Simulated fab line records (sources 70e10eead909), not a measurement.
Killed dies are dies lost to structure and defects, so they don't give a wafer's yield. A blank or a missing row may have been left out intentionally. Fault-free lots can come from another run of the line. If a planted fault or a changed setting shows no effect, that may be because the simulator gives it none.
fab line records	flow nand_harc
record: lots: 12	wafers: 36	last_day: 25
route steps=1159 shown A_STAIRCASE@547 END@1159
lots with no fault: from the same line, run without faults
start_h: start of the lot's first displayed wafer, in hours after the record's first day	wait_h: how many hours have passed since the lot's step before this one	" the same as in the row above	L1.1+2: a row that stands for several wafers	- no value, or no start was given	* or withheld: withheld	< > ~ a bound
route shown NAME@n: names a module that has steps shown in the file, with the first one's number in the route	usual: the fault-free wafers' mean and standard deviation	same: alike in all rows	chamber/n: place in a boat	sites: the reading at each site	_std_site: standard deviation of those values	_edge_site: inner sites' mean taken away from outer sites' mean	radius_mm: how far each site lies from the wafer's centre	mask NAME#n: copy n	behind: the last tool/chamber to shape the wafer	hold: what put the lot on hold/how long, in hours/how the hold closed	device: the transistor (n, p or np) that didn't switch	end of line: the route-end tests of the same wafers	a step with no rows: only its recipe	killed: dies that structure and defects cost at the first sort, which is not the same as the wafer's yield	map: dies across one wafer; x = killed, . = not, _ = none there
set.NAME: the run value of the setting; set.NAME@STEP: its run value at that earlier step	model.NAME: the simulator's own value behind a step, which no gauge read
route steps across a sampled set of lots; one table per step, one row per wafer
services: from which hour (start_h, from the record's first day; less than 0 if before it) a tool's chamber was out of use, for how many hours, and why
== steps ==
step: NHARC_A_STAIRCASE_DESCUM_11
recipe: time_s: 3	o2_flow_sccm: 200	ar_flow_sccm: 0	bias_power_w: 0	chemistry: O2
usual: drypump_motor_current_A: 5.5/0.45	oes_product_au: 1.005/0.0098	rf_vpp_V: 57.7/0.82	showerhead_plenum_p_Torr: 1.88/0.073	throttle_valve_pct: 11.310/0.0091
lot.wafer	tool	chamber	start_h	wait_h	drypump_motor_current_A	oes_product_au	rf_hours_counter_h	rf_vpp_V	showerhead_plenum_p_Torr	throttle_valve_pct
L167.4	rie_diel-04	2	236.89	-	5.9	1.003	43	58.1	1.90	11.319
L167.3	"	0	"	"	5.6	0.987	39	57.6	1.91	11.318
L167.5	"	3	"	"	5.3	1.009	-	56.3	1.83	11.313
L168.4	rie_diel-02	0	245.11	-	6.0	1.005	28	58.7	1.89	11.314
L168.1	"	3	"	"	5.4	0.994	29	58.6	1.92	11.295
L168.5	"	0	"	"	6.0	1.015	-	58.9	1.89	11.296
L171.3	rie_diel-02	0	258.86	-	5.9	1.002	33	57.9	1.89	11.302
L171.4	"	3	"	"	5.4	0.999	34	58.0	1.92	11.311
L171.6	"	1	"	"	5.5	1.017	-	59.1	1.95	11.291
L175.4	rie_diel-01	3	282.85	-	5.4	1.009	52	57.6	1.94	11.315
L175.2	"	0	"	"	5.9	1.025	50	58.0	1.78	11.313
L175.1	"	1	"	"	4.8	0.998	50	58.5	1.77	11.315
L181.2	rie_diel-01	3	315.27	-	5.4	1.003	63	57.2	1.93	11.315
L181.4	"	1	"	"	4.8	1.006	62	57.0	1.77	11.312
L181.5	"	3	"	"	5.4	0.998	-	58.8	1.93	11.301
L179.4	rie_diel-02	3	316.33	-	5.4	1.010	54	57.7	1.91	11.301
L179.1	"	0	"	"	5.9	1.008	52	57.4	1.88	11.299
L179.2	"	2	"	"	5.2	1.013	58	58.0	1.77	11.315
L182.4	rie_diel-02	0	322.50	-	5.9	1.007	55	57.9	1.88	11.322
L182.3	"	1	"	"	5.5	0.997	57	57.6	1.94	11.320
L182.1	"	2	"	"	5.2	1.008	61	57.1	1.77	11.327
L183.1	rie_diel-01	1	328.36	-	4.8	0.998	1	58.6	2.08	11.310
L183.3	"	2	"	"	6.2	0.997	1	58.7	1.85	11.317
L183.6	"	2	"	"	6.2	1.016	-	58.6	1.85	11.318
L185.3	rie_diel-04	1	329.04	-	4.9	1.008	11	58.7	1.91	11.299
L185.4	"	2	"	"	5.8	1.016	12	56.4	1.89	11.340
L185.6	"	0	"	"	5.6	0.998	-	57.3	1.91	11.316
L187.4	rie_diel-04	3	342.51	-	5.2	0.992	18	58.8	1.82	11.323
L187.3	"	0	"	"	5.6	0.999	20	57.3	1.90	11.324
L187.2	"	1	"	"	4.9	1.016	18	56.8	1.91	11.299
L190.1	rie_diel-01	1	362.88	-	4.8	0.998	13	58.8	2.07	11.295
L190.4	"	3	"	"	5.3	1.000	14	57.9	1.93	11.311
L190.6	"	1	"	"	4.7	1.015	-	59.9	2.07	11.297
L189.3	rie_diel-02	2	371.49	-	5.2	1.014	11	59.5	2.07	11.305
L189.1	"	1	"	"	5.5	1.028	12	59.0	1.94	11.319
L189.5	"	2	"	"	5.2	1.009	-	57.9	2.07	11.310
step: NHARC_A_STAIRCASE_ETCH_21
recipe: target_depth_a: 1000	time_s: 40.5	ion_energy_ev: 400	c4f8_flow_sccm: 20	o2_flow_sccm: 10	ar_flow_sccm: withheld	rf_w: 600	bias_w: 1000	chemistry: C4F8/O2
usual: bias_w: 1000/3.2	chamber_pressure_mTorr: 25.001/0.025	oes_product_au: 0.951/0.016	rf_vpp_V: 893/4.6
lot.wafer	tool	chamber	start_h	wait_h	bias_w	chamber_pressure_mTorr	oes_product_au	rf_hours_counter_h	rf_vpp_V
L167.3	rie_diel-02	3	-	-	999	24.990	0.952	27	897
L167.4	"	1	"	"	998	24.979	0.967	27	898
L167.5	"	2	"	"	1002	25.031	0.948	-	887
L168.4	rie_diel-02	1	-	-	1005	25.034	0.947	30	898
L168.1	"	0	"	"	1002	24.972	0.939	29	893
L168.5	"	1	"	"	1003	24.991	0.949	-	898
L171.3	rie_diel-02	2	-	-	997	25.003	0.950	37	887
L171.4	"	0	"	"	997	24.964	0.939	34	895
L171.6	"	2	"	"	1001	24.976	0.939	-	886
L175.1	rie_diel-01	3	-	-	997	25.001	0.931	53	898
L175.2	"	0	"	"	998	24.972	0.968	50	889
L175.4	"	1	"	"	1001	25.019	0.957	50	887
L181.2	rie_diel-02	0	-	-	1003	24.973	0.963	52	893
L181.4	"	1	"	"	997	24.984	0.952	53	899
L181.5	"	0	"	"	1001	24.965	0.957	-	894
L179.2	rie_diel-02	0	-	-	1004	25.000	0.970	52	895
L179.4	"	2	"	"	997	25.036	0.949	59	886
L179.1	"	3	"	"	1001	24.947	0.935	55	897
L182.1	rie_diel-02	1	-	-	1003	25.000	0.942	58	897
L182.3	"	3	"	"	992	25.027	0.954	57	895
L182.4	"	0	"	"	997	24.972	0.954	55	895
L183.1	rie_diel-01	1	-	-	996	25.002	0.941	3	904
L183.3	"	3	"	"	1003	24.983	0.947	4	898
L183.6	"	1	"	"	996	25.038	0.936	-	906
L185.3	rie_diel-01	2	-	-	1001	25.007	0.960	6	891
L185.4	"	3	"	"	1004	24.997	0.944	5	898
L185.6	"	3	"	"	1000	25.001	0.948	-	897
L187.2	rie_diel-02	1	-	-	995	24.976	0.977	3	896
L187.3	"	2	"	"	999	25.007	0.981	3	906
L187.4	"	3	"	"	1002	25.008	0.961	3	896
L190.4	rie_diel-01	2	-	-	999	25.010	0.967	15	891
L190.1	"	0	"	"	1004	25.035	0.939	13	888
L190.6	"	2	"	"	1005	24.984	0.968	-	891
L189.3	rie_diel-04	1	-	-	1000	25.035	0.967	28	896
L189.1	"	2	"	"	1004	24.964	0.929	29	894
L189.5	"	2	"	"	999	25.007	0.944	-	894
step: NHARC_A_STAIRCASE_ETCH_23
recipe: target_depth_a: 1000	time_s: 40.5	ion_energy_ev: 400	c4f8_flow_sccm: 20	o2_flow_sccm: 10	ar_flow_sccm: withheld	rf_w: 600	bias_w: 1000	chemistry: C4F8/O2
usual: bias_w: 999.7/2.8	chamber_pressure_mTorr: 24.999/0.025	oes_product_au: 0.945/0.013	rf_vpp_V: 894/4.5
lot.wafer	tool	chamber	start_h	wait_h	bias_w	chamber_pressure_mTorr	oes_product_au	rf_hours_counter_h	rf_vpp_V
L167.4	rie_diel-02	1	238.45	-	1000.2	25.013	0.955	27	899
L167.3	"	0	"	"	997.0	24.997	0.957	26	894
L167.5	"	1	"	"	1000.8	24.978	0.965	-	899
L168.4	rie_diel-02	3	246.99	-	996.3	25.019	0.937	30	896
L168.1	"	1	"	"	1003.1	25.028	0.966	30	898
L168.5	"	0	"	"	994.2	25.045	0.947	-	894
L171.4	rie_diel-02	1	260.48	-	999.6	25.016	0.951	35	898
L171.3	"	3	"	"	999.3	24.966	0.945	35	896
L171.6	"	1	"	"	999.1	25.003	0.947	-	898
L175.4	rie_diel-01	3	284.45	-	1002.0	24.987	0.931	53	897
L175.2	"	0	"	"	1002.7	25.015	0.954	50	887
L175.1	"	1	"	"	999.0	25.030	0.926	51	888
L181.4	rie_diel-02	0	316.97	-	997.6	25.017	0.937	52	895
L181.2	"	3	"	"	1001.0	25.007	0.930	54	896
L181.5	"	1	"	"	996.6	25.013	0.935	-	899
L179.1	rie_diel-02	3	318.06	-	-	-	-	-	-
L179.4	"	0	"	"	-	-	-	-	-
L179.2	"	1	"	"	-	-	-	-	-
L182.1	rie_diel-02	2	324.16	-	-	-	-	-	-
L182.4	"	3	"	"	-	-	-	-	-
L182.3	"	0	"	"	-	-	-	-	-
L183.1	rie_diel-01	0	331.38	-	-	-	-	-	-
L183.3	"	1	"	"	-	-	-	-	-
L183.6	"	3	"	"	-	-	-	-	-
L185.3	rie_diel-01	2	334.75	-	1000.2	24.993	0.944	6	891
L185.4	"	3	"	"	1000.8	24.996	0.932	5	897
L185.6	"	0	"	"	1000.0	25.032	0.937	-	886
L187.4	rie_diel-02	3	344.12	-	998.4	24.993	0.927	3	896
L187.2	"	0	"	"	999.2	24.980	0.960	3	895
L187.3	"	1	"	"	995.8	24.993	0.965	3	897
L190.1	rie_diel-01	3	364.64	-	995.8	25.031	0.928	14	896
L190.4	"	0	"	"	1002.0	25.000	0.940	13	887
L190.6	"	0	"	"	1001.8	25.040	0.926	-	887
L189.1	rie_diel-04	3	374.47	-	1002.1	24.985	0.920	26	890
L189.3	"	1	"	"	997.9	24.988	0.941	29	895
L189.5	"	0	"	"	994.2	25.018	0.947	-	895
step: NHARC_A_STAIRCASE_TRIM_26
recipe: time_s: 211.2	o2_flow_sccm: 500	ar_flow_sccm: 0	bias_w: 0	chemistry: O2
usual: drypump_motor_current_A: 5.5/0.44	oes_product_au: 1.006/0.0085	rf_vpp_V: 57.7/0.84	showerhead_plenum_p_Torr: 3.46/0.13	throttle_valve_pct: 17.037/0.0092
lot.wafer	tool	chamber	start_h	wait_h	drypump_motor_current_A	oes_product_au	rf_hours_counter_h	rf_vpp_V	showerhead_plenum_p_Torr	throttle_valve_pct
L167.3	rie_diel-02	3	-	-	5.4	0.996	27	58.8	3.54	17.043
L167.4	"	1	"	"	5.5	1.002	28	58.5	3.59	17.038
L167.5	"	3	"	"	5.4	1.002	-	57.5	3.54	17.046
L168.1	rie_diel-02	1	-	-	5.5	1.012	31	57.5	3.59	17.037
L168.4	"	3	"	"	5.4	1.004	30	57.7	3.54	17.032
L168.5	"	0	"	"	6.0	0.997	-	58.0	3.49	17.022
L171.4	rie_diel-02	0	-	-	6.0	1.010	35	57.8	3.49	17.049
L171.3	"	3	"	"	5.4	0.998	36	59.1	3.54	17.037
L171.6	"	1	"	"	5.5	1.009	-	57.5	3.59	17.040
L175.2	rie_diel-01	0	-	-	5.9	1.015	51	56.9	3.31	17.018
L175.4	"	2	"	"	6.2	1.018	58	57.3	3.43	17.039
L175.1	"	3	"	"	5.4	1.013	53	57.5	3.57	17.035
L181.2	rie_diel-02	1	-	-	5.5	1.003	54	57.3	3.58	17.030
L181.4	"	2	"	"	5.2	1.020	59	57.4	3.28	17.055
L181.5	"	1	"	"	5.5	1.008	-	56.9	3.58	17.024
L179.4	rie_diel-02	3	-	-	5.4	0.982	55	57.9	3.53	17.042
L179.1	"	0	"	"	6.0	1.002	53	56.1	3.48	17.037
L179.2	"	1	"	"	5.5	0.996	54	57.7	3.58	17.031
L182.1	rie_diel-02	0	-	-	6.0	1.017	57	56.8	3.47	17.025
L182.3	"	1	"	"	5.5	1.010	59	57.6	3.58	17.057
L182.4	"	3	"	"	5.4	1.008	60	57.7	3.53	17.050
L183.3	rie_diel-01	0	-	-	5.9	1.003	3	58.9	3.30	17.022
L183.1	"	1	"	"	4.8	0.992	3	56.8	3.81	17.041
L183.6	"	3	"	"	5.4	1.007	-	58.3	3.56	17.029
L185.4	rie_diel-01	1	-	-	4.8	1.008	5	58.3	3.80	17.037
L185.3	"	2	"	"	6.2	1.009	6	56.8	3.42	17.043
L185.6	"	1	"	"	4.8	1.008	-	59.6	3.81	17.042
L187.4	rie_diel-02	3	-	-	5.4	1.005	4	58.2	3.52	17.026
L187.3	"	0	"	"	5.9	1.011	3	57.5	3.47	17.046
L187.2	"	1	"	"	5.5	0.996	3	58.1	3.57	17.027
L190.1	rie_diel-01	1	-	-	4.8	1.007	14	58.9	3.80	17.030
L190.4	"	3	"	"	5.4	0.995	15	58.5	3.55	17.034
L190.6	"	1	"	"	4.8	0.996	-	57.9	3.80	17.038
L189.3	rie_diel-04	3	-	-	5.3	1.005	26	57.7	3.36	17.036
L189.1	"	0	"	"	5.6	1.007	32	55.9	3.50	17.055
L189.5	"	2	"	"	5.9	1.012	-	58.4	3.47	17.040
step: NHARC_END_SORT_01
recipe: temp_c: 25
usual: killed_at_array: 27/11	killed_at_other: 0.7/1.1	killed_at_periphery: 3.4/2.1	killed_dies: 31/12	killed_open: 3.6/2	killed_short: 2.0/1.3
same: gross_dies: 677
lot.wafer	tool	chamber	start_h	wait_h	killed_at_array	killed_at_other	killed_at_periphery	killed_dies	killed_open	killed_short
L179.1	prober-02	0	518.60	2.4	673	1	3	677	7	1
L179.2	prober-02	0	519.39	2.8	674	1	2	677	4	1
L179.4	prober-02	0	520.98	3.4	671	0	6	677	3	1
L182.1	prober-01	0	532.62	2.5	672	0	5	677	3	2
L182.3	prober-01	0	534.22	3.1	672	1	4	677	5	1
L182.4	prober-01	0	535.02	3.4	670	2	5	677	0	3
L183.1	prober-02	0	540.38	2.5	669	1	7	677	7	4
L183.3	prober-02	0	541.98	3.1	671	0	6	677	2	2
L183.6	prober-02	0	544.37	4.0	675	0	2	677	3	2
killed by level:class
L179.1 A_STAIRCASE:area_etch=621 A_CHANNEL_HOLE_D1:chamber_film_flake=21 A_STAIRCASE:chamber_film_flake=12 A_SLIT:chamber_film_flake=7 A_CONTACT:chamber_film_flake=3 A_WL_FILL:geometric_particle:open=2 P_ZERO_WELL:chamber_film_flake=2 P_CONTACT:geometric_particle:open=1
L179.2 A_STAIRCASE:area_etch=619 A_CHANNEL_HOLE_D1:chamber_film_flake=18 A_STAIRCASE:chamber_film_flake=15 A_SLIT:chamber_film_flake=12 A_CONTACT:chamber_film_flake=3 A_ONON_D1:geometric_particle:open=2 P_ZERO_WELL:chamber_film_flake=2 A_CHANNEL_FILL_D1:geometric_particle:open=1
L179.4 A_STAIRCASE:area_etch=614 A_CHANNEL_HOLE_D1:chamber_film_flake=20 A_SLIT:chamber_film_flake=19 A_STAIRCASE:chamber_film_flake=13 A_CHANNEL_FILL_D1:geometric_particle:open=2 P_ZERO_WELL:chamber_film_flake=2 P_M1:chamber_film_flake=2 A_SGD_CUT:geometric_particle:short=1
L182.1 A_STAIRCASE:area_etch=651 A_SLIT:chamber_film_flake=12 A_CHANNEL_HOLE_D1:chamber_film_flake=2 A_CONTACT:chamber_film_flake=2 P_M0:geometric_particle:open=1 A_ONON_D1:geometric_particle:short=1 A_CHANNEL_FILL_D1:geometric_particle:short=1 A_M0:geometric_particle:open=1
L182.3 A_STAIRCASE:area_etch=650 A_SLIT:chamber_film_flake=8 A_CHANNEL_HOLE_D1:chamber_film_flake=5 P_STI:chamber_film_flake=3 A_CONTACT:chamber_film_flake=3 A_ONON_D1:geometric_particle:open=1 A_STAIRCASE:geometric_particle:open=1 A_SLIT:geometric_particle:open=1
L182.4 A_STAIRCASE:area_etch=648 A_SLIT:chamber_film_flake=15 A_CHANNEL_HOLE_D1:chamber_film_flake=5 P_STI:chamber_film_flake=3 THIN_TSV:chamber_film_flake=2 P_GATE:geometric_particle:short=1 A_SOURCE_PLATE:geometric_particle:short=1 A_SGD_CUT:geometric_particle:short=1
L183.1 A_STAIRCASE:area_etch=632 A_CHANNEL_HOLE_D1:chamber_film_flake=23 P_ZERO_WELL:chamber_film_flake=5 A_CONTACT:chamber_film_flake=4 A_CONTACT:geometric_particle:open=3 P_CONTACT:geometric_particle:open=2 A_CONTACT:geometric_particle:short=2 A_CHANNEL_FILL_D1:geometric_particle:short=1
L183.3 A_STAIRCASE:area_etch=626 A_CHANNEL_HOLE_D1:chamber_film_flake=32 A_CONTACT:chamber_film_flake=8 P_ZERO_WELL:chamber_film_flake=5 A_CHANNEL_FILL_D1:geometric_particle:short=1 A_SGD_CUT:geometric_particle:open=1 A_SGD_CUT:geometric_particle:short=1 A_CONTACT:geometric_particle:open=1
L183.6 A_STAIRCASE:area_etch=644 A_CHANNEL_HOLE_D1:chamber_film_flake=24 A_M0:geometric_particle:open=2 P_ZERO_WELL:chamber_film_flake=2 A_CHANNEL_FILL_D1:geometric_particle:open=1 A_STAIRCASE:geometric_particle:short=1 A_M0:geometric_particle:short=1 A_CONTACT:chamber_film_flake=1
== services ==
tool	chamber	start_h	hours	kind
rie_diel-01	3	223.43	9.2	repair
rie_diel-02	3	229.59	5.3	repair
rie_diel-02	0	234.03	-	clean
rie_diel-02	1	234.03	-	clean
rie_diel-02	2	234.03	-	clean
rie_diel-01	0	236.14	16.6	repair
rie_diel-02	0	258.53	-	clean
rie_diel-02	1	258.53	-	clean
rie_diel-02	2	258.53	-	clean
rie_diel-02	3	258.53	-	clean
rie_diel-02	0	283.09	-	clean
rie_diel-02	1	283.09	-	clean
rie_diel-02	2	283.09	-	clean
rie_diel-02	3	283.09	-	clean
rie_diel-04	-	288.94	9.0	pm
rie_diel-02	0	307.59	-	clean
rie_diel-02	1	307.59	-	clean
rie_diel-02	2	307.59	-	clean
rie_diel-02	3	307.59	-	clean
rie_diel-04	3	308.63	6.8	repair
rie_diel-01	-	315.80	9.0	pm
rie_diel-02	-	328.71	9.0	pm
rie_diel-02	3	355.31	12.3	repair
rie_diel-04	3	359.07	13.1	repair
== key ==
first_sign: step: NHARC_A_STAIRCASE_ETCH_23	reading: tool_record	direction: missing
effect: step: NHARC_END_SORT_01	reading: killed_at_array	direction: up	sigmas: 57	usual: 27	struck: 672
more_kills_born_at: NHARC_A_STAIRCASE_ETCH_23@rie_diel-02: 3803	NHARC_A_STAIRCASE_ETCH_23@rie_diel-01: 1902
met_at NHARC_A_STAIRCASE_ETCH_23
struck_lots L179,L182,L183
later_rows_left_out L179.1,L179.2,L179.4,L182.1,L182.3,L182.4,L183.1,L183.3,L183.6
tester_left_out L179,L182,L183
not_acting_at NHARC_A_STAIRCASE_DESCUM_11,NHARC_A_STAIRCASE_ETCH_21,NHARC_A_STAIRCASE_TRIM_26
onset_between 316.97 318.06
fault: kind: skipped_step_whole	tool: rie_diel-01,rie_diel-02	chamber: -	onset_h: 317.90	steps: NHARC_A_STAIRCASE_ETCH_23	scope: struck_lots_only
tester_left_out: of these lots the tester's yield and bins aren't shown, on N5 and GAA mostly nor the transistor test; their killed dies are dies lost to structure and defects alone, not to doping, threshold or leakage, so they don't give the yield
later_rows_left_out: the simulator's readings of these wafers behind a module that went badly wrong aren't trusted and aren't shown, but for the sort
